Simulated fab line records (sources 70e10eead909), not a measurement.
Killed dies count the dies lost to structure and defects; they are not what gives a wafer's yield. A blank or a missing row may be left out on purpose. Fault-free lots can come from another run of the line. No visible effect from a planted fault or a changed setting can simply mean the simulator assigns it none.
Chamber matching :: flow nand-harc :: NHARC_A_WL_FILL_ALD_19 on ald-metal-01: 4 sister chambers
The step deposits TiN, target thk 2 nm, pulse time 3 s, ald cycles 100. 8 wafers are shown with their chamber, then 8 later ones without.

== WAFERS WITH THEIR CHAMBER ==
wafer: L078.3
chamber: 2
heater-power-w (W): 952
precursor-pulse-height-rel: 1.004

wafer: L086.3
chamber: 1
heater-power-w (W): 1022
precursor-pulse-height-rel: 0.980

wafer: L086.5
chamber: 0
heater-power-w (W): 1156
precursor-pulse-height-rel: 0.973

wafer: L086.6
chamber: 3
heater-power-w (W): 1059
precursor-pulse-height-rel: 0.983

wafer: L087.1
chamber: 2
heater-power-w (W): 1043
precursor-pulse-height-rel: 0.989

wafer: L087.5
chamber: 0
heater-power-w (W): 1170
precursor-pulse-height-rel: 0.994

wafer: L087.6
chamber: 3
heater-power-w (W): 1070
precursor-pulse-height-rel: 0.999

wafer: L088.2
chamber: 1
heater-power-w (W): 1027
precursor-pulse-height-rel: 0.991

== WAFERS WHOSE CHAMBER IS MISSING ==
wafer: L088.3
heater-power-w (W): 1199
precursor-pulse-height-rel: 1.006

wafer: L088.6
heater-power-w (W): 1190
precursor-pulse-height-rel: 1.003

wafer: L093.1
heater-power-w (W): 1087
precursor-pulse-height-rel: 0.991

wafer: L093.2
heater-power-w (W): 1181
precursor-pulse-height-rel: 1.031

wafer: L093.4
heater-power-w (W): 1049
precursor-pulse-height-rel: 0.974

wafer: L095.1
heater-power-w (W): 1056
precursor-pulse-height-rel: 0.999

wafer: L095.3
heater-power-w (W): 1035
precursor-pulse-height-rel: 0.979

wafer: L095.4
heater-power-w (W): 1091
precursor-pulse-height-rel: 1.002

== EACH ONE'S CHAMBER ==
wafer: L088.3
from the rows above: 0
in truth: 0

wafer: L088.6
from the rows above: 0
in truth: 0

wafer: L093.1
from the rows above: can't be placed: 3 or 1 or 0
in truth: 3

wafer: L093.2
from the rows above: can't be placed: 0 or 3
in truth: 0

wafer: L093.4
from the rows above: can't be placed: 1 or 3 or 2
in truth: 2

wafer: L095.1
from the rows above: can't be placed: 3 or 1 or 2
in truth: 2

wafer: L095.3
from the rows above: can't be placed: 1 or 3 or 2
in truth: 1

wafer: L095.4
from the rows above: can't be placed: 3 or 1 or 0 or 2
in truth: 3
Correct placement for 2 of the 8. Can't be placed from these rows: 6 (the true chamber is among the candidates in 6). Number placed wrongly: 0.
How it was worked out, from the rows above alone: a wafer's distance from a chamber is the root of the sum, over the readings, of the square of ((its reading less the chamber's mean) divided by the reading's scatter). The wafer belongs to the nearest chamber; if the next one is less than 2 further off, it can't be placed. Each chamber's mean is taken over the wafers shown for it. The scatter: the root of (the sum of the squares of (reading less its chamber's mean) over the shown wafers, divided by (wafers less chambers)).
